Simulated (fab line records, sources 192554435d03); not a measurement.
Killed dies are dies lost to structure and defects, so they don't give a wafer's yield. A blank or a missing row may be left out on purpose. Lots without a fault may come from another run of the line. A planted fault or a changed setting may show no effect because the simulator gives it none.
Chamber matching | flow n5_finfet | N5_BEOL_M9_CURE_72 on uv_cure-01: 3 sister chambers
The step cures SiCOH lowk, time 120 s. 16 wafers are shown with their chamber, then 8 later ones without.

WAFERS WITH THEIR CHAMBER
wafer  | chamber | wafer_temp_C_max | lamp_power_pct (%)
L074.1 | 1       | 371.5            | 52.27
L074.3 | 1       | 371.3            | 52.28
L074.5 | 1       | 371.3            | 52.32
L078.2 | 0       | 372.3            | 52.31
L078.4 | 0       | 371.5            | 52.32
L078.5 | 0       | 372.4            | 52.24
L080.1 | 1       | 371.3            | 52.34
L080.2 | 1       | 371.2            | 52.30
L080.6 | 1       | 371.3            | 52.44
L082.2 | 0       | 371.9            | 52.38
L082.4 | 0       | 372.3            | 52.23
L082.6 | 0       | 372.0            | 52.31
L088.2 | 2       | 372.2            | 52.33
L088.3 | 2       | 372.7            | 52.32
L088.5 | 2       | 372.3            | 52.27
L089.2 | 0       | 371.3            | 52.37

SIGNATURES (means of the wafers above)
reading          | chamber 0 | chamber 1 | chamber 2 | scatter within a chamber
wafer_temp_C_max | 371.957   | 371.317   | 372.400   | 0.312
lamp_power_pct   | 52.3086   | 52.3250   | 52.3067   | 0.0562
Rule: a wafer's distance from a chamber is the root of the sum, over the readings, of the square of ((its reading less the chamber's mean) divided by the reading's scatter). The wafer belongs to the nearest chamber; if the next one is less than 2 further off, it can't be placed. The scatter: the root of (the sum of the squares of (reading less its chamber's mean) over the shown wafers, divided by (wafers less chambers)).

WAFERS WITHOUT THEIR CHAMBER
wafer  | wafer_temp_C_max | lamp_power_pct (%)
L089.4 | 372.2            | 52.39
L089.6 | 371.9            | 52.33
L094.4 | 372.4            | 52.27
L094.5 | 372.5            | 52.38
L094.6 | 372.4            | 52.31
L096.1 | 371.6            | 52.47
L096.2 | 371.8            | 52.34
L096.3 | 371.4            | 52.38

WHICH CHAMBER EACH WENT THROUGH
wafer  | from the rows above          | in truth
L089.4 | can't be placed: 2 or 0 or 1 | 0
L089.6 | can't be placed: 0 or 2 or 1 | 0
L094.4 | can't be placed: 2 or 0      | 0
L094.5 | can't be placed: 2 or 0      | 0
L094.6 | can't be placed: 2 or 0      | 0
L096.1 | can't be placed: 1 or 0 or 2 | 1
L096.2 | can't be placed: 0 or 1 or 2 | 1
L096.3 | can't be placed: 1 or 0      | 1
Placed correctly: 0 of 8. Can't be placed from these rows: 8 (the true chamber is among the candidates in 8). Placed wrongly: 0.
